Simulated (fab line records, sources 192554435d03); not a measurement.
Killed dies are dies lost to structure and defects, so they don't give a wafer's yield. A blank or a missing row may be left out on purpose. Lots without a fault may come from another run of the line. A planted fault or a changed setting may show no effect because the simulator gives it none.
Chamber matching | flow n5_finfet | N5_BEOL_M10_STRIP_67 on rie_diel-02: 4 sister chambers
The step strips in CF4. 8 wafers are shown with their chamber, then 9 later ones without.

WAFERS WITH THEIR CHAMBER
wafer  | chamber | showerhead_plenum_p_Torr (Torr) | drypump_motor_current_A (A)
L075.2 | 2       | 1.72                            | 5.3
L078.2 | 0       | 1.72                            | 6.1
L081.1 | 3       | 1.84                            | 5.1
L081.2 | 1       | 1.80                            | 5.3
L081.6 | 3       | 1.84                            | 5.1
L083.2 | 0       | 1.71                            | 6.1
L083.4 | 1       | 1.80                            | 5.2
L083.6 | 2       | 1.72                            | 5.3

WAFERS WITHOUT THEIR CHAMBER
wafer  | showerhead_plenum_p_Torr (Torr) | drypump_motor_current_A (A)
L085.2 | 1.71                            | 6.2
L085.5 | 1.71                            | 5.3
L085.6 | 1.84                            | 5.1
L092.3 | 1.71                            | 6.1
L092.5 | 1.79                            | 5.2
L092.6 | 1.83                            | 5.1
L095.2 | 1.83                            | 5.1
L095.5 | 1.70                            | 6.1
L095.6 | 1.79                            | 5.2

WHICH CHAMBER EACH WENT THROUGH
wafer  | from the rows above | in truth
L085.2 | 0                   | 0
L085.5 | 2                   | 2
L085.6 | 3                   | 3
L092.3 | 0                   | 0
L092.5 | 1                   | 1
L092.6 | 3                   | 3
L095.2 | 3                   | 3
L095.5 | 0                   | 0
L095.6 | 1                   | 1
Placed correctly: 9 of 9. Can't be placed from these rows: 0. Placed wrongly: 0.
How it was worked out, from the rows above alone: a wafer's distance from a chamber is the root of the sum, over the readings, of the square of ((its reading less the chamber's mean) divided by the reading's scatter). The wafer belongs to the nearest chamber; if the next one is less than 2 further off, it can't be placed. A chamber's mean is the mean of its shown wafers. The scatter: the root of (the sum of the squares of (reading less its chamber's mean) over the shown wafers, divided by (wafers less chambers)).
